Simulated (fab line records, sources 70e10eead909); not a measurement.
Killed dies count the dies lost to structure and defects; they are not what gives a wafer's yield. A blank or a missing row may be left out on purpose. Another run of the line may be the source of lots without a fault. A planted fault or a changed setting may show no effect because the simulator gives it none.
Matching of chambers ; flow nandHarc ; NHARC_P_M1_DESCUM_14 on rieDiel-07: 4 sister chambers
The step chemistry O2, time 3 s. 22 wafers are shown with their chamber, then 11 later ones without.

## WAFERS WITH THEIR CHAMBER
wafer;chamber;showerheadPlenumPTorr (Torr);oesProductAu (a.u.);rfVppV (V)
L075.1;2;2.02;1.027;57.4
L075.2;3;1.93;1.006;57.7
L075.5;1;1.82;1.016;56.7
L076.1;0;1.92;1.002;58.2
L076.3;2;2.02;1.011;58.0
L076.6;2;2.02;1.027;58.9
L077.1;0;1.92;1.002;58.7
L077.5;2;2.02;1.016;57.4
L077.6;1;1.81;1.003;58.1
L080.4;3;1.93;0.994;58.5
L080.5;1;1.81;1.002;58.6
L080.6;2;2.02;1.025;57.8
L084.2;3;1.93;1.006;58.6
L084.3;2;2.02;1.017;57.5
L084.6;0;1.92;0.997;58.2
L085.1;0;1.92;0.997;57.8
L085.4;2;2.02;1.018;57.1
L085.6;2;2.02;1.012;57.2
L086.1;1;1.81;1.011;57.1
L086.2;3;1.93;0.993;58.7
L086.6;0;1.92;0.997;57.3
L088.1;1;1.81;1.004;57.9

SIGNATURES (averages over the wafers above)
reading;chamber 0;chamber 1;chamber 2;chamber 3;scatter within a chamber
showerheadPlenumPTorr;1.9200;1.8120;2.0200;1.9300;0.00211
oesProductAu;0.99900;1.00720;1.01912;0.99975;0.00589
rfVppV;58.040;57.680;57.663;58.375;0.598
Rule: a wafer's distance from a chamber is the root of the sum, over the readings, of the square of ((its reading less the chamber's mean) divided by the reading's scatter). The wafer belongs to the nearest chamber; if the next one is less than 2 further off, it can't be placed. How the scatter is found: for the shown wafers, subtract from each reading the mean of its chamber, square and add these, divide the total by (wafers less chambers), then take the root.

## WAFERS WITHOUT THEIR CHAMBER
wafer;showerheadPlenumPTorr (Torr);oesProductAu (a.u.);rfVppV (V)
L088.2;2.02;1.029;59.4
L088.4;1.93;1.000;58.5
L094.1;1.92;1.002;57.3
L094.3;1.93;0.990;58.5
L094.5;1.92;0.985;57.5
L095.2;1.92;1.014;56.8
L095.4;2.01;1.015;58.0
L095.5;2.02;1.012;57.5
L097.2;1.81;1.014;56.9
L097.3;2.01;1.008;58.5
L097.6;1.81;0.996;60.0

## WHICH CHAMBER EACH WENT THROUGH
wafer;from the rows above;in truth
L088.2;2;2
L088.4;3;3
L094.1;0;0
L094.3;3;3
L094.5;0;0
L095.2;0;0
L095.4;2;2
L095.5;2;2
L097.2;1;1
L097.3;2;2
L097.6;1;1
Correct placement for 11 of the 11. Number that these rows cannot place: 0. 0 placed wrongly.
